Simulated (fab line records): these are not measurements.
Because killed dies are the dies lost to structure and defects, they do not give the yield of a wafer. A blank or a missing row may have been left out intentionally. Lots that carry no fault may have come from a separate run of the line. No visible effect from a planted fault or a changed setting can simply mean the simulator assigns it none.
Which of the tools did it?	flow nandHarc	Sampling: 13 lots, 37 wafers, 4 of 1159 route steps

== WHAT THE GAUGES SHOWED, per wafer ==
The record holds no reading of a measuring or inspecting step that can be judged against a usual standard deviation.

== WHICH TOOL RAN EACH LOT (tool, then ch and the chambers of the sampled wafers, then the start) ==
lot	NHARC_P_GATE_RTA_82	NHARC_P_CONTACT_ETCH_31	NHARC_P_CONTACT_STRIP_28	NHARC_P_CONTACT_ALD_22
L992	rtpAnneal-02 ch 0, day 5 06:07	rieDiel-11 ch 1,2,3, day 5 08:58	rieDiel-11 ch 1,2,3, day 5 09:13	aldMetal-03 ch 0,2,3, day 5 10:07
L994	rtpAnneal-02 ch 0, day 6 00:07	rieDiel-11 ch 2,3, day 6 02:46	rieDiel-01 ch 0,1, day 6 02:59	aldMetal-01 ch 0,1,2, day 6 03:55
L993	rtpAnneal-02 ch 0, day 6 00:56	rieDiel-13 ch 0,2, day 6 03:52	rieDiel-11 ch 0,1,2, day 6 04:04	aldMetal-03 ch 0,1,2, day 6 05:08
L996	rtpAnneal-01 ch 0, day 6 04:16	rieDiel-01 ch 1,2,3, day 6 07:17	rieDiel-11 ch 0,1,2, day 6 07:31	aldMetal-01 ch 0,3, day 6 08:26
L997	rtpAnneal-01 ch 0, day 6 16:34	rieDiel-11 ch 1,2, day 6 19:25	rieDiel-11 ch 1,3, day 6 19:40	aldMetal-03 ch 1,3, day 6 20:35
L106	rtpAnneal-01 ch 0, day 8 15:11	rieDiel-01 ch 0,2, day 8 17:53	rieDiel-01 ch 0,3, day 8 18:05	aldMetal-03 ch 0,2, day 8 18:59
L105	rtpAnneal-02 ch 0, day 8 21:44	rieDiel-01 ch 0,1, day 9 00:31	rieDiel-01 ch 1,3, day 9 00:43	aldMetal-01 ch 2,3, day 9 01:36
L107	rtpAnneal-01 ch 0, day 9 10:19	rieDiel-01 ch 0,1,2, day 9 13:05	rieDiel-11 ch 1,2, day 9 13:18	aldMetal-03 ch 1,2,3, day 9 14:12
L108	rtpAnneal-01 ch 0, day 9 10:48	rieDiel-13 ch 0,1,2, day 9 14:16	rieDiel-01 ch 0,2, day 9 14:30	aldMetal-01 ch 0,2, day 9 15:24
L111	rtpAnneal-01 ch 0, day 10 05:02	rieDiel-13 ch 0,2,3, day 10 07:45	rieDiel-13 ch 0,2,3, day 10 07:59	aldMetal-02 ch 0,1,3, day 10 08:51
L110	rtpAnneal-01 ch 0, day 10 05:55	rieDiel-13 ch 0,1,3, day 10 08:39	rieDiel-01 ch 0,1,3, day 10 08:53	aldMetal-03 ch 0,1, day 10 09:43
L112	rtpAnneal-01 ch 0, day 10 14:25	rieDiel-11 ch 0,1, day 10 17:17	rieDiel-11 ch 1,2,3, day 10 17:32	aldMetal-02 ch 0,2, day 10 18:25
L114	rtpAnneal-02 ch 0, day 11 05:39	rieDiel-11 ch 0,2,3, day 11 08:25	rieDiel-11 ch 0,1, day 11 08:36	aldMetal-01 ch 0,1,2, day 11 09:29
- NHARC_P_GATE_RTA_82: time 30 s.
- NHARC_P_CONTACT_ETCH_31: etches the open film in CH3F/O2, target depth 30 nm, time 85.7 s.
- NHARC_P_CONTACT_STRIP_28: strips in O2.
- NHARC_P_CONTACT_ALD_22: deposits TiN, target thk 3 nm, pulse time 1 s, ald cycles 150.

== AS READ BY THE TOOLS THEMSELVES (means over the sampled wafers that have a number; for cases with no such wafer, the mark the record gives instead) ==
NHARC_P_GATE_RTA_82. Usual: lampPowerPct 3.97 %, standard deviation 0.15; wafer_temp_C_max 451.8, standard deviation 0.6.
lot	tool	lampPowerPct (%)	wafer_temp_C_max	flag
L992	rtpAnneal-02	4.15	451.8	
L994	rtpAnneal-02	4.15	451.4	
L993	rtpAnneal-02	4.15	451.3	
L996	rtpAnneal-01	3.85	452.3	
L997	rtpAnneal-01	3.85	452.1	
L106	rtpAnneal-01	3.84	452.1	
L105	rtpAnneal-02	4.15	451.1	
L107	rtpAnneal-01	3.85	452.1	
L108	rtpAnneal-01	3.85	452.3	
L111	rtpAnneal-01	3.85	452.0	
L110	rtpAnneal-01	3.85	451.9	
L112	rtpAnneal-01	3.85	452.3	
L114	rtpAnneal-02	4.14	451.1	

NHARC_P_CONTACT_ETCH_31. Usual: drypumpMotorCurrentA 5.6 A, standard deviation 0.59; oesProductAu 0.984 a.u., standard deviation 0.016; rfVppV 244.2 V, standard deviation 1.8; showerheadPlenumPTorr 2.45 Torr, standard deviation 0.11; throttleValvePct 20.664 %, standard deviation 0.0091.
lot	tool	drypumpMotorCurrentA (A)	oesProductAu (a.u.)	rfVppV (V)	showerheadPlenumPTorr (Torr)	throttleValvePct (%)	flag
L992	rieDiel-11	5.3	0.978	245.0	2.50	20.668	
L994	rieDiel-11	5.5	0.974	245.9	2.56	20.665	
L993	rieDiel-13	6.0	0.983	245.5	2.53	20.658	
L996	rieDiel-01	5.7	0.991	243.6	2.44	20.668	
L997	rieDiel-11	5.0	0.988	244.7	2.49	20.664	
L106	rieDiel-01	5.0	0.858	243.8	2.43	20.654	OFF
L105	rieDiel-01	5.3	0.857	242.6	2.36	20.669	OFF
L107	rieDiel-01	5.2	0.889	243.2	2.42	20.668	OFF
L108	rieDiel-13	6.0	0.991	243.6	2.42	20.670	
L111	rieDiel-13	5.8	0.984	244.7	2.45	20.669	
L110	rieDiel-13	5.8	0.983	242.8	2.34	20.656	
L112	rieDiel-11	6.0	0.988	245.1	2.50	20.660	
L114	rieDiel-11	5.7	0.971	245.3	2.55	20.662	

NHARC_P_CONTACT_STRIP_28. Usual: drypumpMotorCurrentA 5.6 A, standard deviation 0.6; oesProductAu 1.003 a.u., standard deviation 0.013; rfVppV 57.8 V, standard deviation 0.82; showerheadPlenumPTorr 3.54 Torr, standard deviation 0.14; throttleValvePct 17.037 %, standard deviation 0.0091.
lot	tool	drypumpMotorCurrentA (A)	oesProductAu (a.u.)	rfVppV (V)	showerheadPlenumPTorr (Torr)	throttleValvePct (%)	flag
L992	rieDiel-11	5.3	0.999	57.8	3.58	17.043	
L994	rieDiel-01	5.4	1.008	57.3	3.42	17.040	
L993	rieDiel-11	5.5	0.991	58.4	3.57	17.044	
L996	rieDiel-11	5.5	0.989	58.1	3.57	17.031	
L997	rieDiel-11	5.6	0.994	58.3	3.60	17.039	
L106	rieDiel-01	5.9	0.998	56.3	3.35	17.029	
L105	rieDiel-01	6.1	0.996	57.7	3.42	17.043	
L107	rieDiel-11	5.2	1.005	57.6	3.50	17.042	
L108	rieDiel-01	5.0	1.020	57.1	3.55	17.038	
L111	rieDiel-13	5.8	0.992	57.8	3.51	17.048	
L110	rieDiel-01	5.8	1.001	57.2	3.39	17.045	
L112	rieDiel-11	5.3	1.015	57.8	3.58	17.040	
L114	rieDiel-11	5.6	1.012	58.1	3.50	17.032	

NHARC_P_CONTACT_ALD_22. Usual: heaterPowerW 1161 W, standard deviation 140; precursorPulseHeightRel 1.001, standard deviation 0.019.
lot	tool	heaterPowerW (W)	precursorPulseHeightRel	flag
L992	aldMetal-03	1230	0.995	
L994	aldMetal-01	1104	0.998	
L993	aldMetal-03	1212	1.001	
L996	aldMetal-01	1192	1.017	
L997	aldMetal-03	1122	1.010	
L106	aldMetal-03	1232	0.998	
L105	aldMetal-01	1090	1.006	
L107	aldMetal-03	1266	0.987	
L108	aldMetal-01	1058	0.997	
L111	aldMetal-02	1116	1.003	
L110	aldMetal-03	1064	1.017	
L112	aldMetal-02	1119	0.998	
L114	aldMetal-01	1115	1.005	

== THE ANSWER, worked out from the rows above alone ==
Rule: a lot counts as off when the mean over its wafers that have a number is more than 3 standard deviations away from the usual mean. A lot without any number at a reading at which 4 lots or more have one is off too. Where the step has rows for the other lots, those lots are counted as sound. After the gauges, taken in route order, come the tools' own readings; for these a lot's mean is taken, as printed above. The first step at which some lot is off is used, and at that step the reading that is off furthest; a lot without a number counts as furthest.
Off: L106, L105, L107 (NHARC_P_CONTACT_ETCH_31, oesProductAu).
A tool fits if, at that step or a process step before it, it ran every lot that is off, and no sound lot after the first of them. One fits: NHARC_P_CONTACT_ETCH_31 on rieDiel-01. Its last sound lot is L996 (day 6 07:17), its first lot that is off L106 (day 8 17:53): a fault that began between those two fits.
On the lots that are off, the tool's own readings at NHARC_P_CONTACT_ETCH_31 differ by more than 5 times the standard deviation of the sound lots' means, which bears it out; oesProductAu reads 0.868 a.u. there versus 0.983 a.u. on the sound lots.

== WHAT THE SIMULATOR HAD PUT IN ==
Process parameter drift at NHARC_P_CONTACT_ETCH_31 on rieDiel-01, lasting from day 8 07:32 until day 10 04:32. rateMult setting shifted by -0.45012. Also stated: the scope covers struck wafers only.
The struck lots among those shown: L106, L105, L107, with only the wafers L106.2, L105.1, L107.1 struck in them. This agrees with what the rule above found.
